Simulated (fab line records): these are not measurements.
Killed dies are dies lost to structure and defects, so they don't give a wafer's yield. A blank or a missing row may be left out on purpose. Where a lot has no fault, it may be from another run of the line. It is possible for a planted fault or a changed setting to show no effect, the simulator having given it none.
What tool caused it? + flow n5 finfet + 9 lots with 25 wafers sampled at 6 steps, on a route of 1938 steps

## WHAT THE GAUGES READ, wafer by wafer
N5_MOL_CONTACT_COAG_INSPECT_97: inspects for defects (darkfield).
| lot  | measured     | on                | raw defect count |
|------|--------------|-------------------|------------------|
| L452 | day 5 18:35  | defect inspect-01 | 51 66 106        |
| L453 | day 5 21:44  | defect inspect-01 | 37 35            |
| L455 | day 6 08:38  | defect inspect-02 | 44 29            |
| L456 | day 6 18:35  | defect inspect-01 | 24 11 43         |
| L459 | day 7 09:11  | defect inspect-01 | 51 48 60         |
| L463 | day 8 09:26  | defect inspect-02 | 285 304 285      |
| L465 | day 9 00:08  | defect inspect-02 | 286 279 311      |
| L467 | day 9 09:33  | defect inspect-01 | 57 68 45         |
| L470 | day 10 03:36 | defect inspect-02 | 34 47 27         |

N5_BEOL_M4_RC_MEAS_101.
| lot  | measured     | on        | DIBL_N (mV/V)  | DIBL_P (mV/V)  | IOFF_N (nA/um) | IOFF_P (nA/um) | ION_N (uA/um) | ION_P (uA/um) | SS_N (mV/dec)  | SS_P (mV/dec)  | VT_N (mV)   | VT_P (mV)      |
|------|--------------|-----------|----------------|----------------|----------------|----------------|---------------|---------------|----------------|----------------|-------------|----------------|
| L452 | day 8 17:21  | prober-02 | 37.6 40.3 36.1 | 37.9 40.5 35.1 | 0.16 0.23 0.15 | 0.23 0.27 0.18 | 671 691 666   | 455 471 453   | 71.6 71.8 70.9 | 73.9 75.4 73.0 | 248 243 251 | -250 -247 -253 |
| L453 | day 9 12:31  | prober-02 | 39.2 39.5      | 39.0 38.4      | 0.22 0.22      | 0.23 0.24      | 689 677       | 462 464       | 72.0 72.4      | 74.0 73.7      | 246 245     | -252 -252      |
| L455 | day 9 01:02  | prober-01 | 34.2 34.4      | 34.7 34.6      | 0.15 0.15      | 0.20 0.20      | 675 676       | 464 471       | 70.5 70.9      | 72.9 73.6      | 249 250     | -249 -248      |
| L456 | day 9 17:25  | prober-02 | 38.1 35.4 39.0 | 38.5 33.8 39.9 | 0.20 0.14 0.22 | 0.25 0.18 0.28 | 687 670 688   | 464 456 473   | 71.9 71.4 72.3 | 73.6 72.7 74.6 | 246 251 245 | -249 -252 -248 |
| L459 | day 10 21:35 | prober-01 | 36.3 36.0 35.0 | 34.0 33.9 32.9 | 0.13 0.13 0.12 | 0.17 0.16 0.16 | 664 671 658   | 456 453 458   | 70.8 70.9 71.3 | 72.6 73.0 72.2 | 253 252 256 | -258 -255 -256 |
| L463 | day 12 12:31 | prober-01 | 38.7 37.4 39.8 | 36.9 35.4 39.0 | 0.17 0.15 0.20 | 0.20 0.18 0.24 | 686 657 690   | 460 455 466   | 71.9 71.2 72.5 | 73.5 73.8 74.3 | 248 254 249 | -252 -254 -252 |
| L465 | day 12 18:41 | prober-02 | 39.9 35.5 37.2 | 40.4 34.8 36.8 | 0.25 0.16 0.18 | 0.28 0.19 0.23 | 707 663 674   | 470 453 462   | 72.9 71.0 72.1 | 75.2 73.6 74.4 | 245 251 249 | -248 -251 -249 |
| L467 | day 13 10:46 | prober-02 | 36.8 39.3 36.1 | 35.1 38.0 33.2 | 0.16 0.19 0.14 | 0.19 0.25 0.16 | 683 680 671   | 464 468 451   | 71.6 72.0 71.9 | 73.5 74.0 73.2 | 249 248 252 | -251 -248 -255 |
| L470 | day 13 10:07 | prober-01 | 36.8 35.3 35.3 | 38.1 37.1 37.4 | 0.18 0.16 0.17 | 0.22 0.19 0.20 | 676 673 689   | 468 456 470   | 71.6 72.2 72.2 | 73.6 72.8 72.9 | 248 251 249 | -252 -254 -252 |

## WHAT TOOL EACH LOT RAN ON (gives the tool, then ch and the chambers of the sampled wafers, and finally the start)
| lot  | N5_MOL_CONTACT_COAG_ETCH_47       | N5_MOL_CONTACT_COAG_ETCH_48       | N5_MOL_CONTACT_COAG_CMP_52    | N5_BEOL_M0_SAQP_PECVD_96       |
|------|-----------------------------------|-----------------------------------|-------------------------------|--------------------------------|
| L452 | rie diel-03 ch 0,1,3, day 5 12:58 | rie diel-04 ch 0,3, day 5 14:31   | cmp-04 ch 1,2,3, day 5 15:17  | pecvd-04 ch 0,2, day 5 21:07   |
| L453 | rie diel-04 ch 0,2, day 5 16:16   | rie diel-01 ch 3, day 5 17:37     | cmp-02 ch 0, day 5 18:23      | pecvd-04 ch 0,1, day 6 00:46   |
| L455 | rie diel-03 ch 0,1, day 6 02:55   | rie diel-01 ch 0,1, day 6 04:30   | cmp-01 ch 0,2, day 6 05:21    | pecvd-04 ch 2, day 6 09:11     |
| L456 | rie diel-01 ch 2,3, day 6 12:55   | rie diel-03 ch 1,2,3, day 6 14:29 | cmp-02 ch 0,2, day 6 15:16    | pecvd-03 ch 1,2, day 6 19:41   |
| L459 | rie diel-04 ch 0,1, day 7 03:48   | rie diel-03 ch 1,2,3, day 7 05:01 | cmp-01 ch 0,2,3, day 7 05:53  | pecvd-01 ch 1, day 7 11:13     |
| L463 | rie diel-04 ch 0,1,3, day 8 02:00 | rie diel-01 ch 0,3, day 8 03:20   | cmp-01 ch 0,1,3, day 8 04:05  | pecvd-03 ch 0,2, day 8 10:53   |
| L465 | rie diel-01 ch 0,2, day 8 18:48   | rie diel-03 ch 2,3, day 8 20:01   | cmp-01 ch 1,2, day 8 20:47    | pecvd-04 ch 0,1,2, day 9 00:42 |
| L467 | rie diel-01 ch 0,1, day 9 04:10   | rie diel-01 ch 0,2,3, day 9 05:23 | cmp-04 ch 0,3, day 9 06:10    | pecvd-03 ch 0,1,2, day 9 12:14 |
| L470 | rie diel-03 ch 1,3, day 9 21:59   | rie diel-03 ch 1,2,3, day 9 23:30 | cmp-04 ch 0,1,3, day 10 00:19 | pecvd-03 ch 0,2, day 10 04:08  |
- N5_MOL_CONTACT_COAG_ETCH_47: etches SiNx in CH3F/O2, stops on W, target depth 27 nm.
- N5_MOL_CONTACT_COAG_ETCH_48: etches SiOC in C4F6/O2, target depth 15 nm, overetch 4.5 nm, time 17 s.
- N5_MOL_CONTACT_COAG_CMP_52: polishes, stops on SiO2, t overpolish 1.5 s, target thk 66.5 nm.
- N5_BEOL_M0_SAQP_PECVD_96: deposits a-Si from SiH4/He, target thk 45 nm, time 45.2 s.

## AS READ BY THE TOOLS THEMSELVES (means over the sampled wafers that have a number; for cases with no such wafer, the mark the record gives instead)
N5_MOL_CONTACT_COAG_ETCH_47.
| lot  | tool        | drypump motor current A (A) | etch rf on time s (s) | mfc ar sccm (sccm) | oes product au (a.u.) | rf vpp V (V) | showerhead plenum p Torr (Torr) | throttle valve pct (%) |
|------|-------------|-----------------------------|-----------------------|--------------------|-----------------------|--------------|---------------------------------|------------------------|
| L452 | rie diel-03 | 5.4                         | 30.8                  | 150.2              | 0.76                  | 298          | 2.06                            | 16.12                  |
| L453 | rie diel-04 | 5.3                         | 31.5                  | 149.4              | 0.68                  | 296          | 2.00                            | 16.37                  |
| L455 | rie diel-03 | 5.3                         | 30.8                  | 150.3              | 0.76                  | 302          | 2.04                            | 16.14                  |
| L456 | rie diel-01 | 5.2                         | 30.4                  | 149.9              | 0.79                  | 292          | 1.99                            | 16.20                  |
| L459 | rie diel-04 | 6.0                         | 30.9                  | 150.9              | 0.74                  | 299          | 1.97                            | 16.61                  |
| L463 | rie diel-04 | 5.8                         | 30.7                  | 150.2              | 0.75                  | 296          | 2.02                            | 16.53                  |
| L465 | rie diel-01 | 5.6                         | 31.0                  | 150.1              | 0.75                  | 295          | 1.94                            | 16.35                  |
| L467 | rie diel-01 | 5.4                         | 30.4                  | 150.0              | 0.81                  | 299          | 2.00                            | 16.18                  |
| L470 | rie diel-03 | 5.4                         | 30.4                  | 150.0              | 0.76                  | 295          | 2.12                            | 16.05                  |

N5_MOL_CONTACT_COAG_ETCH_48.
| lot  | tool        | drypump motor current A (A) | mfc ar sccm (sccm) | oes product au (a.u.) | rf vpp V (V) | showerhead plenum p Torr (Torr) | throttle valve pct (%) |
|------|-------------|-----------------------------|--------------------|-----------------------|--------------|---------------------------------|------------------------|
| L452 | rie diel-04 | 5.4                         | 300.0              | 0.58                  | 1568         | 2.77                            | 40.8                   |
| L453 | rie diel-01 | 5.0                         | 299.4              | 0.81                  | 1574         | 2.90                            | 40.1                   |
| L455 | rie diel-01 | 5.3                         | 298.6              | 0.55                  | 1596         | 2.87                            | 40.7                   |
| L456 | rie diel-03 | 5.5                         | 299.5              | 0.75                  | 1570         | 2.92                            | 40.5                   |
| L459 | rie diel-03 | 5.4                         | 299.5              | 0.66                  | 1568         | 2.92                            | 40.5                   |
| L463 | rie diel-01 | 5.3                         | 300.6              | 0.79                  | 1595         | 2.83                            | 40.6                   |
| L465 | rie diel-03 | 5.6                         | 300.9              | 0.65                  | 1560         | 2.82                            | 40.5                   |
| L467 | rie diel-01 | 5.5                         | 300.1              | 0.69                  | 1572         | 2.79                            | 40.4                   |
| L470 | rie diel-03 | 5.5                         | 299.4              | 0.69                  | 1568         | 2.91                            | 40.5                   |

N5_MOL_CONTACT_COAG_CMP_52.
| lot  | tool   | motor current A (A) | overpolish run s (s) | time to endpoint s (s) |
|------|--------|---------------------|----------------------|------------------------|
| L452 | cmp-04 | 11.7                | 1.501                | 16.8                   |
| L453 | cmp-02 | 11.4                | 1.504                | 15.3                   |
| L455 | cmp-01 | 12.4                | 1.510                | 14.6                   |
| L456 | cmp-02 | 11.7                | 1.495                | 12.0                   |
| L459 | cmp-01 | 12.3                | 1.509                | 11.8                   |
| L463 | cmp-01 | 11.9                | 1.500                | 11.1                   |
| L465 | cmp-01 | 11.9                | 1.506                | 12.0                   |
| L467 | cmp-04 | 12.2                | 1.510                | 13.0                   |
| L470 | cmp-04 | 11.9                | 1.497                | 13.5                   |

N5_BEOL_M0_SAQP_PECVD_96.
| lot  | tool     | heater power w (W) | showerhead plenum p Torr (Torr) | throttle valve pct (%) |
|------|----------|--------------------|---------------------------------|------------------------|
| L452 | pecvd-04 | 521                | 5.75                            | 18.3                   |
| L453 | pecvd-04 | 526                | 5.70                            | 18.6                   |
| L455 | pecvd-04 | 553                | 5.71                            | 17.5                   |
| L456 | pecvd-03 | 662                | 5.57                            | 17.5                   |
| L459 | pecvd-01 | 609                | 5.63                            | 18.5                   |
| L463 | pecvd-03 | 565                | 5.58                            | 17.5                   |
| L465 | pecvd-04 | 531                | 5.70                            | 18.1                   |
| L467 | pecvd-03 | 647                | 5.60                            | 17.7                   |
| L470 | pecvd-03 | 602                | 5.59                            | 17.6                   |

## THE ANSWER, worked out from the rows above alone
Rule: the usual values come from the lots themselves. The widest of any qualifying gaps counts: lots, ordered by their means at a reading, are off when they make up no more than a third of the lots, leave a main group of 4 or more, and stand apart from it by 3 or more times the standard deviation of that group's means. The tables above print the reading to a certain number of digits; a main group whose means all agree to those digits is not used. A lot without any number at a reading at which 4 lots or more have one is off too. The other lots that the step has rows for count as sound. The gauges are gone through in route order, then the tools' own readings, and for those a lot's mean is taken as printed above. At the first step where some lot is off, the reading lying furthest off is the one used; lots without a number count as furthest.
Off at N5_MOL_CONTACT_COAG_INSPECT_97 (raw defect count): L463, L465. Main group: mean 46, sd 15.
A tool fits if, at a process step before that reading, it ran every lot that is off, and no sound lot after the first of them. Gauges at N5_MOL_CONTACT_COAG_INSPECT_97: tried the same way as those tools. One candidate fits, namely cmp-01 at N5_MOL_CONTACT_COAG_CMP_52. Its last sound lot is L459 (day 7 05:53), its first lot that is off L463 (day 8 04:05): a fault that began between those two fits.

## WHAT THE SIMULATOR HAD INSERTED
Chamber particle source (cmp-01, N5_MOL_CONTACT_COAG_CMP_52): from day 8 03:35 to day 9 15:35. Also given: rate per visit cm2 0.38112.
Shown lots that were struck: L463, L465. This agrees with what the rule above found.
